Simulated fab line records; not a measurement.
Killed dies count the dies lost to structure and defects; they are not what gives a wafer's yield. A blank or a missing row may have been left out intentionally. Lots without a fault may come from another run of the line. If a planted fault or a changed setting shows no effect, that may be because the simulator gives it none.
Matching of chambers || flow nand-harc || rie-diel-01 running NHARC_A_BLC_STRIP_29: 4 sister chambers
The step strips in CF4. 14 wafers are shown with their chamber, then 7 later ones without.

## WAFERS WITH THEIR CHAMBER
{"wafer": "L669.1", "chamber": 3, "showerhead-plenum-p-Torr (Torr)": 1.72, "drypump-motor-current-A (A)": 5.3, "throttle-valve-pct (%)": 13.283}
{"wafer": "L669.4", "chamber": 0, "showerhead-plenum-p-Torr (Torr)": 1.65, "drypump-motor-current-A (A)": 5.1, "throttle-valve-pct (%)": 13.293}
{"wafer": "L669.5", "chamber": 3, "showerhead-plenum-p-Torr (Torr)": 1.72, "drypump-motor-current-A (A)": 5.2, "throttle-valve-pct (%)": 13.276}
{"wafer": "L673.2", "chamber": 3, "showerhead-plenum-p-Torr (Torr)": 1.72, "drypump-motor-current-A (A)": 5.2, "throttle-valve-pct (%)": 13.276}
{"wafer": "L673.3", "chamber": 2, "showerhead-plenum-p-Torr (Torr)": 1.65, "drypump-motor-current-A (A)": 5.4, "throttle-valve-pct (%)": 13.279}
{"wafer": "L673.4", "chamber": 0, "showerhead-plenum-p-Torr (Torr)": 1.65, "drypump-motor-current-A (A)": 5.1, "throttle-valve-pct (%)": 13.297}
{"wafer": "L680.1", "chamber": 2, "showerhead-plenum-p-Torr (Torr)": 1.64, "drypump-motor-current-A (A)": 5.4, "throttle-valve-pct (%)": 13.286}
{"wafer": "L680.3", "chamber": 3, "showerhead-plenum-p-Torr (Torr)": 1.72, "drypump-motor-current-A (A)": 5.2, "throttle-valve-pct (%)": 13.279}
{"wafer": "L680.6", "chamber": 3, "showerhead-plenum-p-Torr (Torr)": 1.72, "drypump-motor-current-A (A)": 5.3, "throttle-valve-pct (%)": 13.283}
{"wafer": "L681.2", "chamber": 0, "showerhead-plenum-p-Torr (Torr)": 1.65, "drypump-motor-current-A (A)": 5.1, "throttle-valve-pct (%)": 13.288}
{"wafer": "L681.4", "chamber": 3, "showerhead-plenum-p-Torr (Torr)": 1.72, "drypump-motor-current-A (A)": 5.3, "throttle-valve-pct (%)": 13.282}
{"wafer": "L681.6", "chamber": 1, "showerhead-plenum-p-Torr (Torr)": 1.85, "drypump-motor-current-A (A)": 6.5, "throttle-valve-pct (%)": 13.286}
{"wafer": "L685.2", "chamber": 3, "showerhead-plenum-p-Torr (Torr)": 1.72, "drypump-motor-current-A (A)": 5.3, "throttle-valve-pct (%)": 13.289}
{"wafer": "L685.3", "chamber": 0, "showerhead-plenum-p-Torr (Torr)": 1.65, "drypump-motor-current-A (A)": 5.1, "throttle-valve-pct (%)": 13.285}

SIGNATURES (means of the wafers above)
{"reading": "showerhead-plenum-p-Torr", "chamber 0": 1.6500, "chamber 1": 1.8500, "chamber 2": 1.6450, "chamber 3": 1.7200, "scatter within a chamber": 0.00224}
{"reading": "drypump-motor-current-A", "chamber 0": 5.100, "chamber 1": 6.500, "chamber 2": 5.400, "chamber 3": 5.257, "scatter within a chamber": 0.0414}
{"reading": "throttle-valve-pct", "chamber 0": 13.29075, "chamber 1": 13.28600, "chamber 2": 13.28250, "chamber 3": 13.28114, "scatter within a chamber": 0.00486}
Rule: for a wafer and a chamber, the distance is found by dividing, reading by reading, the gap between the wafer's reading and the chamber's mean by the reading's scatter, squaring, summing and taking the root. If the next closest chamber is less than 2 further off than the closest, the wafer can't be placed; otherwise it belongs to the closest. How the scatter is found: for the shown wafers, subtract from each reading the mean of its chamber, square and add these, divide the total by (wafers less chambers), then take the root.

## WAFERS MISSING THEIR CHAMBER
{"wafer": "L685.6", "showerhead-plenum-p-Torr (Torr)": 1.64, "drypump-motor-current-A (A)": 5.4, "throttle-valve-pct (%)": 13.287}
{"wafer": "L689.4", "showerhead-plenum-p-Torr (Torr)": 1.64, "drypump-motor-current-A (A)": 5.5, "throttle-valve-pct (%)": 13.302}
{"wafer": "L689.5", "showerhead-plenum-p-Torr (Torr)": 1.64, "drypump-motor-current-A (A)": 5.5, "throttle-valve-pct (%)": 13.276}
{"wafer": "L689.6", "showerhead-plenum-p-Torr (Torr)": 1.72, "drypump-motor-current-A (A)": 5.3, "throttle-valve-pct (%)": 13.281}
{"wafer": "L691.1", "showerhead-plenum-p-Torr (Torr)": 1.65, "drypump-motor-current-A (A)": 5.1, "throttle-valve-pct (%)": 13.291}
{"wafer": "L691.2", "showerhead-plenum-p-Torr (Torr)": 1.85, "drypump-motor-current-A (A)": 6.5, "throttle-valve-pct (%)": 13.296}
{"wafer": "L691.6", "showerhead-plenum-p-Torr (Torr)": 1.64, "drypump-motor-current-A (A)": 5.5, "throttle-valve-pct (%)": 13.268}

## CHAMBER TAKEN BY EACH
{"wafer": "L685.6", "from the rows above": 2, "in truth": 2}
{"wafer": "L689.4", "from the rows above": 2, "in truth": 2}
{"wafer": "L689.5", "from the rows above": 2, "in truth": 2}
{"wafer": "L689.6", "from the rows above": 3, "in truth": 3}
{"wafer": "L691.1", "from the rows above": 0, "in truth": 0}
{"wafer": "L691.2", "from the rows above": 1, "in truth": 1}
{"wafer": "L691.6", "from the rows above": 2, "in truth": 2}
Correctly placed: 7 of 7. Not placeable from these rows: 0. Number placed wrongly: 0.
